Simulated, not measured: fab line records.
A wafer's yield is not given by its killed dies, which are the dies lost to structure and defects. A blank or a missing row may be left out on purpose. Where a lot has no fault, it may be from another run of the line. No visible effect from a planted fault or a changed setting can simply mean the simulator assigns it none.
fab line records    flow nand_harc
record lots=15  wafers=45  last_day=31
route steps=1302 shown P_CONTACT@247 P_M0@266
lots that met no fault: from a run of the same line without faults
start_h: start of the lot's first displayed wafer, in hours after the record's first day    wait_h: time in hours since the lot's previous step    " as in the row above    L1.1+2: one row covering several wafers at once    - no value, or no start given    * or withheld: withheld    < > ~ a bound
route shown NAME@n: NAME is a module with steps in the file, n the number in the route of the first one    usual: mean/standard deviation taken from wafers without a fault    same: alike in all rows    chamber/n: place in a boat    sites: per-site readings    _std_site: standard deviation across them    _edge_site: mean of outer sites minus mean of inner sites    radius_mm: for every site, how far away it sits from the centre of the wafer    mask NAME#n: copy n    behind: tool/chamber where the wafer was last shaped    hold: what put the lot on hold/how long, in hours/how the hold closed    device: the transistor (n, p or np) that didn't switch    end of line: the route-end tests of the same wafers    where a step has no rows: the recipe by itself    killed: dies that structure and defects cost at the first sort, which is not the same as the wafer's yield    map: shows each die of a wafer: x if killed, . if not, _ if none is there
set.NAME: the setting the step ran with; set.NAME@STEP: the setting that earlier step ran with    model.NAME: the simulator's own value behind a step, which no gauge read
route steps across a sampled set of lots; one table per step, one row per wafer
services: the hour from which a tool's chamber was out of use, counted from the record's first day as start_h (under 0 if before that day), plus the number of hours and why
## steps
# step NHARC_P_CONTACT_ALD_22
# recipe target_thk_a=30  pulse_time_s=1  ald_cycles=150  temp_c=450  material=TiN
# usual heater_power_w=1076/90  precursor_pulse_height_rel=0.999/0.018
lot.wafer  tool          chamber  start_h  wait_h  heater_power_w  precursor_pulse_height_rel
L878.3     ald_metal-03  0        127.53   -       901             0.999
L878.2     "             2        "        "       1092            0.999
L878.6     "             0        "        "       887             0.973
L877.2     ald_metal-04  3        128.40   -       1012            1.015
L877.4     "             1        "        "       980             1.014
L877.5     "             0        "        "       1078            0.977
L879.2     ald_metal-01  1        141.28   -       1034            0.976
L879.3     "             2        "        "       1119            0.991
L879.1     "             3        "        "       1163            1.019
L880.4     ald_metal-01  2        159.78   -       1156            1.018
L880.1     "             3        "        "       1136            0.977
L880.5     "             1        "        "       1066            0.971
L881.4     ald_metal-04  0        162.47   -       1064            1.001
L881.2     "             1        "        "       989             1.017
L881.6     "             2        "        "       1092            0.999
L882.1     ald_metal-04  2        171.38   -       1056            0.991
L882.2     "             0        "        "       1082            1.000
L882.4     "             1        "        "       977             1.033
L883.2     ald_metal-01  2        180.97   -       1082            1.021
L883.1     "             0        "        "       1106            1.002
L883.6     "             2        "        "       1082            0.993
L884.1     ald_metal-01  3        185.20   -       1127            0.990
L884.4     "             0        "        "       1081            0.990
L884.3     "             1        "        "       1059            0.967
L887.2     ald_metal-04  0        218.78   -       1074            1.023
L887.6     "             0        "        "       1053            1.001
L887.5     "             1        "        "       997             0.973
L888.4     ald_metal-03  3        225.71   -       1218            0.983
L888.3     "             1        "        "       986             0.976
L888.5     "             2        "        "       1071            0.979
L889.3     ald_metal-03  0        248.71   -       923             1.019
L889.1     "             2        "        "       1120            1.023
L889.6     "             0        "        "       906             1.024
L895.4     ald_metal-03  2        308.33   -       1068            0.988
L895.2     "             3        "        "       1250            1.008
L895.1     "             1        "        "       1001            0.995
L896.4     ald_metal-01  3        314.92   -       1137            1.000
L896.3     "             1        "        "       1087            0.996
L896.5     "             3        "        "       1132            1.044
L897.4     ald_metal-04  0        318.66   -       989             1.006
L897.3     "             1        "        "       923             1.012
L897.1     "             2        "        "       1088            0.996
L898.4     ald_metal-01  2        330.53   -       1117            0.998
L898.6     "             0        "        "       1065            1.001
L898.5     "             1        "        "       1099            1.022
# step NHARC_P_M0_DESCUM_14
# recipe time_s=3  o2_flow_sccm=200  ar_flow_sccm=0  bias_power_w=0  chemistry=O2
# usual drypump_motor_current_A=5.7/0.43  oes_product_au=0.997/0.013  rf_vpp_V=57.7/0.92  showerhead_plenum_p_Torr=1.89/0.081  throttle_valve_pct=11.311/0.0095
# same bias_power_w=0
lot.wafer  tool         chamber  start_h  wait_h  drypump_motor_current_A  oes_product_au  rf_hours_counter_h  rf_vpp_V  showerhead_plenum_p_Torr  throttle_valve_pct
L878.2     rie_diel-09  2        129.87   0.1     6.1                      1.008           47                  57.1      1.77                      11.303
L878.3     "            1        "        "       6.2                      0.985           48                  58.9      2.06                      11.300
L878.6     "            2        "        "       6.1                      0.997           -                   59.1      1.77                      11.314
L877.4     rie_diel-09  2        130.64   0.1     6.1                      1.002           47                  56.7      1.77                      11.314
L877.2     "            3        "        "       5.8                      0.970           44                  56.0      1.96                      11.315
L877.5     "            1        "        "       6.2                      0.979           -                   58.5      2.06                      11.310
L879.1     rie_diel-02  1        143.60   0.1     5.3                      1.011           15                  57.3      1.81                      11.283
L879.3     "            2        "        "       5.8                      0.995           16                  57.5      1.88                      11.302
L879.2     "            0        "        "       5.2                      1.014           15                  59.0      1.91                      11.307
L880.4     rie_diel-02  0        161.95   0.1     5.2                      0.999           19                  57.2      1.91                      11.307
L880.1     "            3        "        "       6.0                      1.010           15                  56.4      1.77                      11.318
L880.5     "            1        "        "       5.3                      1.002           -                   57.2      1.81                      11.309
L881.4     rie_diel-02  2        164.65   0.1     5.8                      0.991           19                  59.1      1.88                      11.318
L881.2     "            3        "        "       6.1                      1.018           15                  57.7      1.77                      11.312
L881.6     "            2        "        "       5.8                      0.984           -                   58.0      1.88                      11.296
L882.4     rie_diel-02  0        173.81   0.1     5.2                      0.993           21                  56.8      1.91                      11.307
L882.1     "            1        "        "       5.3                      1.010           20                  56.9      1.81                      11.334
L882.2     "            2        "        "       5.8                      0.992           21                  58.0      1.88                      11.308
L883.1     rie_diel-02  1        183.18   0.1     5.3                      1.012           22                  57.2      1.81                      11.310
L883.2     "            3        "        "       6.1                      1.014           18                  57.1      1.77                      11.309
L883.6     "            1        "        "       5.3                      0.996           -                   54.7      1.81                      11.305
L884.4     rie_diel-05  1        187.56   0.1     5.3                      1.012           39                  58.7      1.85                      11.319
L884.1     "            2        "        "       6.7                      1.027           40                  56.9      1.91                      11.309
L884.3     "            3        "        "       5.2                      0.998           39                  57.2      1.86                      11.308
L887.2     rie_diel-05  1        221.13   0.1     5.3                      1.002           55                  58.7      1.85                      11.315
L887.6     "            0        "        "       5.4                      0.998           -                   57.8      1.96                      11.310
L887.5     "            1        "        "       5.3                      0.995           -                   58.5      1.85                      11.310
L888.4     rie_diel-05  1        227.91   0.1     5.3                      0.996           57                  55.7      1.85                      11.311
L888.3     "            2        "        "       6.7                      1.016           60                  57.4      1.90                      11.295
L888.5     "            0        "        "       5.4                      1.015           -                   58.4      1.96                      11.326
L889.3     rie_diel-09  0        251.08   0.1     6.0                      0.999           34                  56.9      1.84                      11.300
L889.1     "            2        "        "       6.1                      0.967           33                  60.3      2.07                      11.303
L889.6     "            3        "        "       5.8                      0.977           -                   57.7      1.95                      11.300
L895.1     rie_diel-09  3        310.69   0.1     5.8                      0.980           53                  58.9      1.94                      11.319
L895.2     "            1        "        "       6.2                      1.006           57                  57.4      2.04                      11.309
L895.4     "            2        "        "       6.1                      0.985           54                  58.6      2.06                      11.304
L896.3     rie_diel-02  0        317.25   0.1     5.2                      0.985           20                  58.1      1.90                      11.308
L896.5     "            2        "        "       5.8                      1.006           -                   58.9      1.87                      11.314
L896.4     "            1        "        "       5.3                      0.986           -                   58.8      1.80                      11.325
L897.3     rie_diel-02  1        320.90   0.1     5.3                      0.980           20                  57.0      1.80                      11.293
L897.1     "            2        "        "       5.8                      0.998           19                  58.4      1.87                      11.295
L897.4     "            0        "        "       5.2                      0.982           -                   58.2      1.90                      11.311
L898.4     rie_diel-05  2        332.73   0.1     6.7                      0.990           37                  57.5      1.89                      11.314
L898.5     "            0        "        "       5.4                      0.988           -                   56.5      1.95                      11.294
L898.6     "            1        "        "       5.3                      1.002           -                   57.4      1.84                      11.305
# step NHARC_P_M0_CMP_23
# recipe t_overpolish_s=20  target_thk_nm=117.54
# usual edge_zone_pressure_frac=1.000/0.0051  motor_current_A=11.6/1  slurry_filter_dp_kPa=13.50/0.14  time_to_endpoint_s=28/3.4
lot.wafer  tool    chamber  start_h  wait_h  edge_zone_pressure_frac  motor_current_A  slurry_filter_dp_kPa  time_to_endpoint_s
L878.3     cmp-02  2        131.86   -       0.998                    11.4             13.36                 31
L878.2     "       1        "        "       0.994                    12.2             13.81                 31
L878.6     "       2        "        "       0.996                    11.7             13.51                 30
L877.4     cmp-02  1        132.70   -       0.996                    11.8             13.41                 28
L877.2     "       3        "        "       0.995                    11.2             13.53                 32
L877.5     "       1        "        "       0.993                    12.7             13.21                 30
L879.1     cmp-02  1        145.64   -       1.002                    12.8             13.34                 26
L879.2     "       2        "        "       1.005                    10.8             13.57                 27
L879.3     "       3        "        "       0.995                    11.5             13.39                 28
L880.1     cmp-02  2        164.05   -       1.000                    11.0             13.64                 24
L880.4     "       3        "        "       0.996                    10.8             13.42                 30
L880.5     "       2        "        "       1.001                    11.6             13.33                 26
L881.4     cmp-01  1        166.67   -       0.995                    11.3             13.35                 31
L881.2     "       3        "        "       0.992                    11.0             13.40                 27
L881.6     "       1        "        "       1.005                    11.7             13.46                 35
L882.1     cmp-04  1        175.81   -       0.997                    13.4             13.68                 30
L882.2     "       3        "        "       0.992                    12.3             13.63                 24
L882.4     "       0        "        "       1.002                    9.5              13.64                 27
L883.1     cmp-04  1        185.16   -       0.993                    11.9             13.39                 33
L883.2     "       3        "        "       0.987                    11.3             13.34                 23
L883.6     "       2        "        "       1.006                    11.3             13.61                 27
L884.1     cmp-04  2        189.55   -       0.998                    11.0             13.56                 29
L884.4     "       0        "        "       1.003                    9.0              13.56                 31
L884.3     "       1        "        "       1.003                    12.6             13.36                 29
L887.2     cmp-02  1        223.21   -       0.998                    12.8             13.31                 28
L887.6     "       2        "        "       1.000                    11.6             13.58                 26
L887.5     "       3        "        "       1.003                    11.2             13.46                 33
L888.3     cmp-04  3        229.89   -       1.003                    12.3             13.35                 24
L888.4     "       2        "        "       0.998                    10.6             13.42                 28
L888.5     "       3        "        "       1.006                    11.9             13.58                 24
L889.3     cmp-04  0        253.30   -       0.998                    9.3              13.51                 29
L889.1     "       1        "        "       0.993                    12.7             13.33                 32
L889.6     "       0        "        "       1.002                    9.6              13.43                 31
L895.1     cmp-01  2        312.75   -       0.993                    12.5             13.32                 28
L895.4     "       3        "        "       0.997                    11.1             13.57                 27
L895.2     "       0        "        "       1.002                    12.6             13.48                 23
L896.3     cmp-04  3        319.37   -       -                        -                -                     -
L896.4     "       1        "        "       -                        -                -                     -
L896.5     "       2        "        "       -                        -                -                     -
L897.4     cmp-02  3        323.25   -       -                        -                -                     -
L897.3     "       0        "        "       -                        -                -                     -
L897.1     "       1        "        "       -                        -                -                     -
L898.4     cmp-04  0        334.75   -       -                        -                -                     -
L898.6     "       3        "        "       -                        -                -                     -
L898.5     "       0        "        "       -                        -                -                     -
# step NHARC_P_M0_THK_MEAS_24
# recipe thk_meas_gauge=xrf
# usual thk_nm=117.1/1.8
lot.wafer  tool           chamber  start_h  wait_h  thk_nm
L878.2     film_metro-02  -        132.18   -       115.9
L878.3     "              -        "        "       114.4
L878.6     "              -        "        "       115.6
L877.2     film_metro-02  -        132.98   -       119.7
L877.4     "              -        "        "       118.2
L877.5     "              -        "        "       118.6
L879.1     film_metro-01  -        145.93   -       117.2
L879.2     "              -        "        "       116.2
L879.3     "              -        "        "       120.1
L880.1     film_metro-02  -        164.34   -       117.3
L880.4     "              -        "        "       119.0
L880.5     "              -        "        "       116.6
L881.2     film_metro-01  -        166.95   -       118.7
L881.4     "              -        "        "       117.9
L881.6     "              -        "        "       117.7
L882.1     film_metro-01  -        176.13   -       120.2
L882.2     "              -        "        "       115.0
L882.4     "              -        "        "       115.4
L883.1     film_metro-01  -        185.48   -       118.0
L883.2     "              -        "        "       115.5
L883.6     "              -        "        "       119.1
L884.1     film_metro-01  -        189.87   -       115.6
L884.3     "              -        "        "       119.2
L884.4     "              -        "        "       118.0
L887.2     film_metro-02  -        223.45   -       117.2
L887.5     "              -        "        "       120.2
L887.6     "              -        "        "       116.6
L888.3     film_metro-02  -        230.21   -       116.1
L888.4     "              -        "        "       115.1
L888.5     "              -        "        "       115.1
L889.1     film_metro-02  -        253.59   -       120.5
L889.3     "              -        "        "       118.3
L889.6     "              -        "        "       118.0
L895.1     film_metro-01  -        313.04   -       118.0
L895.2     "              -        "        "       118.2
L895.4     "              -        "        "       118.3
L896.3     film_metro-01  -        319.66   0.3     409.0
L896.4     "              -        "        "       404.9
L896.5     "              -        "        "       398.2
L897.1     film_metro-01  -        323.56   0.2     398.6
L897.3     "              -        "        "       397.6
L897.4     "              -        "        "       400.1
L898.4     film_metro-02  -        335.04   0.3     398.7
L898.5     "              -        "        "       395.6
L898.6     "              -        "        "       398.6
# step NHARC_P_M0_PRE_CLEAN_31
# recipe time_s=12  temp_c=370  rf_power_w=300  gas=NH3
# usual heater_power_w=647/85
lot.wafer  tool      chamber  start_h  wait_h  heater_power_w
L878.3     pecvd-02  2        132.40   0.1     620
L878.2     "         1        "        "       658
L878.6     "         2        "        "       641
L877.2     pecvd-03  1        133.21   0.1     524
L877.5     "         2        "        "       617
L877.4     "         0        "        "       682
L879.2     pecvd-03  0        146.15   0.1     700
L879.1     "         1        "        "       529
L879.3     "         2        "        "       709
L880.1     pecvd-03  1        164.58   0.1     565
L880.4     "         0        "        "       692
L880.5     "         1        "        "       559
L881.2     pecvd-03  0        167.20   0.1     618
L881.4     "         0        "        "       636
L881.6     "         1        "        "       485
L882.1     pecvd-01  1        176.37   0.1     513
L882.2     "         2        "        "       776
L882.4     "         2        "        "       785
L883.2     pecvd-01  2        185.70   0.1     738
L883.1     "         1        "        "       601
L883.6     "         1        "        "       603
L884.1     pecvd-01  1        190.09   0.1     543
L884.3     "         0        "        "       729
L884.4     "         2        "        "       796
L887.2     pecvd-01  0        223.70   0.1     746
L887.6     "         2        "        "       757
L887.5     "         0        "        "       745
L888.3     pecvd-03  1        230.45   0.1     493
L888.4     "         0        "        "       750
L888.5     "         2        "        "       703
L889.1     pecvd-03  0        253.81   0.1     765
L889.3     "         2        "        "       653
L889.6     "         2        "        "       660
L895.1     pecvd-02  1        313.26   0.1     617
L895.2     "         2        "        "       626
L895.4     "         1        "        "       616
L896.3     pecvd-03  0        319.88   0.1     664
L896.4     "         0        "        "       646
L896.5     "         1        "        "       516
L897.3     pecvd-03  1        323.79   0.1     547
L897.1     "         0        "        "       751
L897.4     "         2        "        "       606
L898.4     pecvd-02  1        335.30   0.1     648
L898.6     "         2        "        "       598
L898.5     "         0        "        "       656
## services
tool          chamber  start_h  hours  kind
cmp-04        -        111.02   4.0    pm
cmp-04        -        129.96   5.6    repair
cmp-02        -        136.97   4.0    pm
rie_diel-02   3        153.93   7.2    repair
cmp-02        -        166.04   2.9    repair
ald_metal-01  -        170.00   10.0   pm
cmp-04        -        173.77   1.5    repair
pecvd-03      -        185.00   13.0   pm
cmp-04        -        194.49   2.8    repair
cmp-04        -        209.02   4.0    pm
cmp-02        -        214.79   2.6    repair
rie_diel-02   -        216.70   9.0    pm
pecvd-03      -        220.38   0.5    repair
cmp-02        -        234.97   4.0    pm
cmp-04        -        248.19   1.1    repair
ald_metal-01  2        251.40   2.0    repair
cmp-02        -        253.22   3.5    repair
cmp-04        -        259.39   0.9    repair
rie_diel-02   -        263.32   1.1    repair
ald_metal-01  -        264.99   2.0    repair
pecvd-03      2        287.08   8.3    repair
cmp-04        -        307.02   4.0    pm
cmp-04        -        313.01   3.4    repair
rie_diel-02   3        317.08   6.3    repair
## key
first_sign step=NHARC_P_M0_CMP_23  reading=tool_record  direction=missing
effect step=NHARC_P_M0_THK_MEAS_24  reading=thk_nm  direction=up  sigmas=99+  usual=117.1  struck=400.2
met_at NHARC_P_M0_CMP_23
struck_lots L896,L897,L898
later_rows_left_out L896.3,L896.4,L896.5,L897.1,L897.3,L897.4,L898.4,L898.5,L898.6
sort_left_out L896.3,L896.4,L896.5,L897.1,L897.3,L897.4,L898.4,L898.5,L898.6
not_acting_at NHARC_P_CONTACT_ALD_22,NHARC_P_M0_DESCUM_14,NHARC_P_M0_PRE_CLEAN_31
onset_between 253.30 319.37
fault kind=skipped_step_whole  tool=cmp-02,cmp-04  chamber=-  onset_h=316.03  steps=NHARC_P_M0_CMP_23  scope=struck_lots_only
# sort_left_out: the simulated sort isn't trusted on such a fault, so these wafers' sort isn't shown, and their yield isn't known
# later_rows_left_out: the simulator's readings of these wafers behind a module that went badly wrong aren't trusted and aren't shown, but for the sort
